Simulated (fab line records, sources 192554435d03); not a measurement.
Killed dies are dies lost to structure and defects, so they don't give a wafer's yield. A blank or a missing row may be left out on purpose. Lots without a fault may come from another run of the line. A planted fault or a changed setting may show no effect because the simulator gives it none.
A struck lot beside a sound one | flow n5_finfet | 14 steps out of a route of 1938
Sound: wafers L266.1, L266.4, L266.6. Struck: wafers L258.1, L258.2, L258.6. The cause comes at the end.
At each step with rows: each side's tool, then ch and its chambers, then its first start. Under that, the readings that differ: sound wafers | struck wafers | difference of the means | sigmas: that difference in standard deviations of wafers without a fault.
alike: readings whose means differ by less than 2 such deviations, and words and numbers that are the same on both sides. not compared: withheld readings, readings that some wafer has no value for, bounds like >300 that may hide the same value, and numbers for which the record gives no deviation and whose values overlap.
The two part at a step that has a row with sigmas, a row that says differs or no value, or rows on one side only. Numbers that don't overlap but have no deviation are shown without sigmas and don't part them. A reading that every wafer of one side lacks parts them only if that side has two wafers or more.

first, 3 steps without rows for these wafers: N5_BEOL_M7_EXPOSE_25 (exposes mask V6, target cd 40 nm); N5_BEOL_M7_PEB_26 (peb time 60 s); N5_BEOL_M7_DEVELOP_27 (develop time 30 s).
N5_BEOL_M7_CD_MEAS_28: target cd 40 nm.
  sound on cd_sem-03 ch 0, day 13 02:10; struck on cd_sem-02 ch 0, day 11 01:35
  alike: cd_nm
N5_BEOL_M7_OVL_MEAS_29:
  sound on overlay-01 ch 0, day 13 02:11; struck on overlay-01 ch 0, day 11 01:37
  reading     | sound          | struck      | difference | sigmas
  V6_OVL (nm) | -0.8 -1.8 -1.1 | 1.3 1.9 0.7 | +2.5       | +4
N5_BEOL_M7_INSPECT_30: inspects for defects (brightfield).
  sound on defect_inspect-02, day 13 02:15; struck on defect_inspect-02, day 11 01:41
  alike: raw_defect_count
N5_BEOL_M7_DESCUM_33: chemistry O2, time 7 s.
  sound on rie_diel-01 ch 0,3, day 13 02:17; struck on rie_diel-03 ch 0,3, day 11 01:43
  alike: drypump_motor_current_A, oes_product_au, rf_vpp_V, showerhead_plenum_p_Torr, throttle_valve_pct
  not compared: rf_hours_counter_h
N5_BEOL_M7_ETCH_72: etches underlayer in N2/H2, target depth 6.5 nm, time 5.2 s.
  sound on rie_diel-01 ch 0,3, day 13 02:19; struck on rie_diel-03 ch 0,3, day 11 01:45
  alike: drypump_motor_current_A, etch_rf_on_time_s, oes_product_au, rf_fwd_power_W, rf_vpp_V, showerhead_plenum_p_Torr, throttle_valve_pct
  not compared: rf_hours_counter_h
N5_BEOL_M7_ETCH_65: etches SiARC in CF4, target depth 15.6 nm, time 26 s.
  sound on rie_diel-01 ch 0,3, day 13 02:20; struck on rie_diel-03 ch 0,3, day 11 01:46
  alike: drypump_motor_current_A, etch_rf_on_time_s, oes_product_au, rf_fwd_power_W, rf_vpp_V, showerhead_plenum_p_Torr, throttle_valve_pct
  not compared: rf_hours_counter_h
N5_BEOL_M7_ETCH_66: etches SOC in N2/H2, target depth 80 nm, overetch 16 nm, time 120 s.
  sound on rie_diel-01 ch 0,3, day 13 02:22; struck on rie_diel-03 ch 0,3, day 11 01:47
  alike: drypump_motor_current_A, oes_product_au, rf_fwd_power_W, rf_vpp_V, showerhead_plenum_p_Torr, throttle_valve_pct
  not compared: rf_hours_counter_h
then, 2 steps without rows for these wafers: N5_BEOL_M7_STRIP_69 (strips in N2/H2); N5_BEOL_M7_STRIP_73 (strips in N2/H2).
N5_BEOL_M7_VIA_ETCH_34: etches SiCOH lowk in C4F6/O2, target depth 125.5 nm, time 50.5 s.
  sound on rie_diel-01 ch 0,3, day 13 02:28; struck on rie_diel-03 ch 0,3, day 11 01:53
  reading                                  | sound             | struck            | difference | sigmas
  rf_fwd_power_W (W)                       | 342.9 342.7 342.2 | 425.9 425.7 424.8 | +82.9      | +55
  rf_vpp_V (V)                             | 674 655 674       | 614 600 603       | -62        | -5
  model.etch.depth_nm (nm)                 | 124.8 126.1 126.1 | 133.5 139.1 139.6 | +11.7      |
  model.SOC_of_BEOL_M7_COAT_63.thk_nm (nm) | 54.2 54.2 54.2    | 53.4 53.2 53.2    | -0.9       |
  alike: drypump_motor_current_A, oes_product_au, showerhead_plenum_p_Torr, throttle_valve_pct
  not compared: rf_hours_counter_h
then, 1 step without rows for these wafers: N5_BEOL_M7_STRIP_76 (strips in C4F6/O2).

WHERE THEY PART
First at N5_BEOL_M7_OVL_MEAS_29; last, within this record, at N5_BEOL_M7_VIA_ETCH_34.

WHY: what the simulator had put in
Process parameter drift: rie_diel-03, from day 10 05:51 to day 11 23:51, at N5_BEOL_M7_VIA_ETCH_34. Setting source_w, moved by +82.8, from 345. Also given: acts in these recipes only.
